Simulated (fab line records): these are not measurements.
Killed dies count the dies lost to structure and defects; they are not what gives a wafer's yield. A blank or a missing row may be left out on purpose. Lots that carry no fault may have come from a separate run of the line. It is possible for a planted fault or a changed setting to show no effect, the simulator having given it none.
Which of the tools did it? | flow n5Finfet | Sampling: 10 lots, 27 wafers, 7 of 1938 route steps

== WHAT THE GAUGES SHOWED, per wafer ==
N5_SD_EPI_P_INSPECT_26: inspects for defects (darkfield). Usual: rawDefectCount 177, standard deviation 42.
lot  | measured    | on               | rawDefectCount | flag
L230 | day 3 11:50 | defectInspect-02 | 189 148 215    | 
L232 | day 3 20:10 | defectInspect-02 | 89 157 122     | 
L233 | day 4 02:06 | defectInspect-02 | 141 160        | 
L234 | day 4 10:19 | defectInspect-01 | 191 212 197    | 
L236 | day 5 01:35 | defectInspect-02 | 246 311        | 
L246 | day 7 10:14 | defectInspect-01 | 1628 1560 1521 | OFF
L247 | day 7 15:11 | defectInspect-01 | 1582 1483 1551 | OFF
L249 | day 8 03:04 | defectInspect-01 | 234 158        | 
L250 | day 8 13:04 | defectInspect-01 | 185 228 249    | 
L253 | day 9 05:58 | defectInspect-01 | 286 203 175    | 

N5_SD_ACTIVATION_INSPECT_02: inspects for defects (darkfield). Usual: rawDefectCount 180, standard deviation 43.
lot  | measured    | on               | rawDefectCount | flag
L230 | day 3 12:42 | defectInspect-02 | 198 155 208    | 
L232 | day 3 20:55 | defectInspect-01 | 95 188 132     | 
L233 | day 4 02:51 | defectInspect-01 | 155 190        | 
L234 | day 4 11:04 | defectInspect-02 | 175 194 194    | 
L236 | day 5 02:31 | defectInspect-02 | 236 330        | 
L246 | day 7 11:05 | defectInspect-01 | 1610 1545 1532 | OFF
L247 | day 7 15:57 | defectInspect-02 | 1573 1467 1541 | OFF
L249 | day 8 04:08 | defectInspect-02 | 216 150        | 
L250 | day 8 13:49 | defectInspect-02 | 149 205 238    | 
L253 | day 9 06:49 | defectInspect-01 | 274 206 172    | 

N5_ILD0_THK_MEAS_13. Usual: thkNm 17.6 nm, standard deviation 1.7.
lot  | measured    | on           | thkNm (nm)     | flag
L230 | day 4 00:58 | filmMetro-02 | 18.0 16.4 17.3 | 
L232 | day 4 03:25 | filmMetro-02 | 17.3 17.9 19.2 | 
L233 | day 4 09:19 | filmMetro-01 | 17.7 18.3      | 
L234 | day 4 17:41 | filmMetro-01 | 16.0 18.8 19.5 | 
L236 | day 5 08:49 | filmMetro-02 | 19.1 21.9      | 
L246 | day 7 17:36 | filmMetro-02 | 17.9 19.3 19.5 | 
L247 | day 7 22:26 | filmMetro-02 | 17.0 14.2 16.2 | 
L249 | day 8 10:39 | filmMetro-01 | 18.6 16.9      | 
L250 | day 8 20:05 | filmMetro-01 | 14.9 16.8 16.1 | 
L253 | day 9 13:41 | filmMetro-02 | 20.7 18.2 20.2 | 

N5_SDB_CD_MEAS_11: the cd target is 50 nm. Usual: cdNm 49.7 nm, standard deviation 1.3.
lot  | measured    | on       | cdNm (nm)      | flag
L230 | day 4 01:29 | cdSem-01 | 50.0 48.9 48.0 | 
L232 | day 4 03:47 | cdSem-02 | 51.0 49.5 50.0 | 
L233 | day 4 09:51 | cdSem-01 | 51.5 51.0      | 
L234 | day 4 18:13 | cdSem-02 | 49.2 50.8 50.0 | 
L236 | day 5 09:20 | cdSem-03 | 50.5 49.6      | 
L246 | day 7 18:01 | cdSem-03 | 47.9 46.7 49.1 | 
L247 | day 7 22:49 | cdSem-03 | 49.5 50.4 50.6 | 
L249 | day 8 11:10 | cdSem-01 | 49.3 48.6      | 
L250 | day 8 20:36 | cdSem-01 | 51.4 49.4 51.1 | 
L253 | day 9 14:12 | cdSem-01 | 46.9 49.7 49.2 | 

N5_BEOL_M4_RC_MEAS_101. Usual: DIBL_N 37.7 mV/V, standard deviation 2; DIBL_P 37.7 mV/V, standard deviation 2.3; IOFF_N 0.18 nA/um, standard deviation 0.039; IOFF_P 0.23 nA/um, standard deviation 0.042; ION_N 681 uA/um, standard deviation 12; ION_P 463 uA/um, standard deviation 8; SS_N 71.9 mV/dec, standard deviation 0.68; SS_P 73.6 mV/dec, standard deviation 0.71; VT_N 248 mV, standard deviation 3.2; VT_P -249 mV, standard deviation 3.1.
lot  | measured     | on        | DIBL_N (mV/V)  | DIBL_P (mV/V)  | IOFF_N (nA/um) | IOFF_P (nA/um) | ION_N (uA/um) | ION_P (uA/um) | SS_N (mV/dec)  | SS_P (mV/dec)  | VT_N (mV)   | VT_P (mV)      | flag
L230 | day 12 07:17 | prober-01 | 36.6 38.5 40.1 | 36.6 38.0 42.1 | 0.17 0.20 0.26 | 0.24 0.25 0.36 | 669 675 688   | 464 460 471   | 72.1 72.3 72.8 | 72.7 73.1 73.9 | 249 248 243 | -245 -243 -241 | 
L232 | day 12 01:04 | prober-02 | 42.7 36.7 42.0 | 41.4 34.8 40.6 | 0.26 0.13 0.25 | 0.31 0.18 0.30 | 704 672 707   | 480 465 482   | 73.3 71.3 72.9 | 74.6 72.9 74.4 | 244 254 245 | -245 -254 -247 | 
L233 | day 12 12:42 | prober-02 | 38.0 37.4      | 37.0 37.3      | 0.19 0.16      | 0.20 0.21      | 692 681       | 462 459       | 71.4 71.2      | 73.3 73.3      | 247 249     | -252 -252      | 
L234 | day 12 14:16 | prober-01 | 36.2 37.5 41.2 | 35.5 38.0 40.8 | 0.13 0.16 0.24 | 0.16 0.20 0.24 | 658 679 677   | 441 457 452   | 72.6 72.2 72.4 | 73.6 72.6 74.0 | 254 251 245 | -256 -254 -250 | 
L236 | day 13 17:46 | prober-01 | 36.3 39.2      | 37.5 41.1      | 0.16 0.23      | 0.21 0.26      | 684 700       | 469 471       | 72.1 72.5      | 73.8 75.4      | 252 245     | -249 -248      | 
L246 | day 15 22:14 | prober-02 | 37.4 40.2 36.1 | 38.8 41.9 37.4 | 0.16 0.23 0.15 | 0.23 0.27 0.20 | 663 682 674   | 454 461 456   | 71.4 72.8 71.9 | 74.0 74.6 73.9 | 254 246 252 | -251 -249 -252 | 
L247 | day 15 12:46 | prober-02 | 37.2 37.3 38.1 | 36.4 36.6 37.9 | 0.17 0.16 0.19 | 0.23 0.23 0.25 | 674 680 676   | 463 463 459   | 71.4 72.0 72.4 | 73.9 74.3 73.7 | 248 252 249 | -250 -250 -246 | 
L249 | day 16 18:10 | prober-01 | 38.2 33.5      | 38.9 32.8      | 0.19 0.11      | 0.24 0.16      | 685 674       | 466 461       | 71.8 70.6      | 73.5 72.8      | 246 254     | -248 -255      | 
L250 | day 17 01:41 | prober-01 | 38.0 33.6 35.8 | 40.6 34.2 36.5 | 0.18 0.11 0.15 | 0.23 0.14 0.17 | 686 645 675   | 471 444 454   | 72.0 71.2 71.7 | 73.7 71.8 73.3 | 247 256 251 | -252 -253 -256 | 
L253 | day 17 18:26 | prober-02 | 36.5 33.3 36.9 | 36.5 31.9 37.3 | 0.16 0.12 0.19 | 0.26 0.17 0.26 | 662 680 686   | 460 463 475   | 71.5 70.8 72.2 | 73.6 73.0 74.0 | 250 248 248 | -245 -251 -246 | 

== EACH LOT AND THE TOOL THAT RAN IT (in order: tool; ch and the chambers of the sampled wafers; start) ==
lot  | N5_SD_EPI_P_EPI_21            | N5_SDB_HM_DEP_00
L230 | epiRpcvd-04 ch 0, day 3 10:11 | pecvd-02 ch 0,1,2, day 4 01:02
L232 | epiRpcvd-04 ch 0, day 3 18:10 | pecvd-03 ch 0,1, day 4 03:28
L233 | epiRpcvd-02 ch 0, day 4 00:05 | pecvd-03 ch 1,2, day 4 09:23
L234 | epiRpcvd-04 ch 0, day 4 07:57 | pecvd-03 ch 1,2, day 4 17:46
L236 | epiRpcvd-01 ch 0, day 4 23:56 | pecvd-03 ch 1,2, day 5 08:55
L246 | epiRpcvd-04 ch 0, day 7 08:13 | pecvd-03 ch 2, day 7 17:40
L247 | epiRpcvd-04 ch 0, day 7 13:32 | pecvd-01 ch 1,2, day 7 22:29
L249 | epiRpcvd-02 ch 0, day 8 01:23 | pecvd-01 ch 0,2, day 8 10:43
L250 | epiRpcvd-01 ch 0, day 8 09:59 | pecvd-01 ch 0,2, day 8 20:09
L253 | epiRpcvd-01 ch 0, day 9 03:58 | pecvd-03 ch 0,1, day 9 13:44
- N5_SD_EPI_P_EPI_21: deposits SiGe:B, time 355 s.
- N5_SDB_HM_DEP_00: deposits SiNx from SiH4/NH3/N2, target thk 40 nm, time 35.3 s.

== AS READ BY THE TOOLS THEMSELVES (means over the sampled wafers that have a number; for cases with no such wafer, the mark the record gives instead) ==
N5_SD_EPI_P_EPI_21. Usual: lampInnerPct 10.7 %, standard deviation 0.57.
lot  | tool        | lampInnerPct (%) | flag
L230 | epiRpcvd-04 | 10.9             | 
L232 | epiRpcvd-04 | 10.8             | 
L233 | epiRpcvd-02 | 10.1             | 
L234 | epiRpcvd-04 | 11.0             | 
L236 | epiRpcvd-01 | 11.4             | 
L246 | epiRpcvd-04 | 10.8             | 
L247 | epiRpcvd-04 | 10.9             | 
L249 | epiRpcvd-02 | 10.0             | 
L250 | epiRpcvd-01 | 11.5             | 
L253 | epiRpcvd-01 | 11.5             | 

N5_SDB_HM_DEP_00. Usual: heaterPowerW 718 W, standard deviation 110; showerheadPlenumPTorr 5.16 Torr, standard deviation 0.069; throttleValvePct 39.8 %, standard deviation 1.9.
lot  | tool     | heaterPowerW (W) | showerheadPlenumPTorr (Torr) | throttleValvePct (%) | flag
L230 | pecvd-02 | 770              | 5.13                         | 40.2                 | 
L232 | pecvd-03 | 643              | 5.11                         | 41.0                 | 
L233 | pecvd-03 | 717              | 5.19                         | 39.6                 | 
L234 | pecvd-03 | 821              | 5.21                         | 39.0                 | 
L236 | pecvd-03 | 722              | 5.20                         | 39.6                 | 
L246 | pecvd-03 | 775              | 5.28                         | 37.7                 | 
L247 | pecvd-01 | 784              | 5.24                         | 37.7                 | 
L249 | pecvd-01 | 634              | 5.16                         | 39.4                 | 
L250 | pecvd-01 | 682              | 5.15                         | 40.3                 | 
L253 | pecvd-03 | 569              | 5.11                         | 41.2                 | 

== THE ANSWER, worked out from the rows above alone ==
Rule: take the mean of a lot's wafers that have a number; if it is more than 3 standard deviations from the usual mean, the lot is off. A lot without any number at a reading at which 4 lots or more have one is off too. All remaining lots with rows at the step are treated as sound. After the gauges, taken in route order, come the tools' own readings; for these a lot's mean is taken, as printed above. At the first step where some lot is off, the reading lying furthest off is the one used; lots without a number count as furthest.
Off: L246, L247, at N5_SD_EPI_P_INSPECT_26 (rawDefectCount).
A tool fits if, at a process step before that reading, it ran every lot that is off, and no sound lot after the first of them. Gauges at N5_SD_EPI_P_INSPECT_26: tried the same way as those tools. One candidate fits, namely epiRpcvd-04 at N5_SD_EPI_P_EPI_21. A fault onset in the window from L234 (day 4 07:57, its last sound lot) to L246 (day 7 08:13, its first lot off) fits.

== WHAT THE SIMULATOR PUT IN ==
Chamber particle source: epiRpcvd-04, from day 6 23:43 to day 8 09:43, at N5_SD_EPI_P_EPI_21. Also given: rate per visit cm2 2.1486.
Lots struck among those shown: L246, L247. The same result came from the rule above.
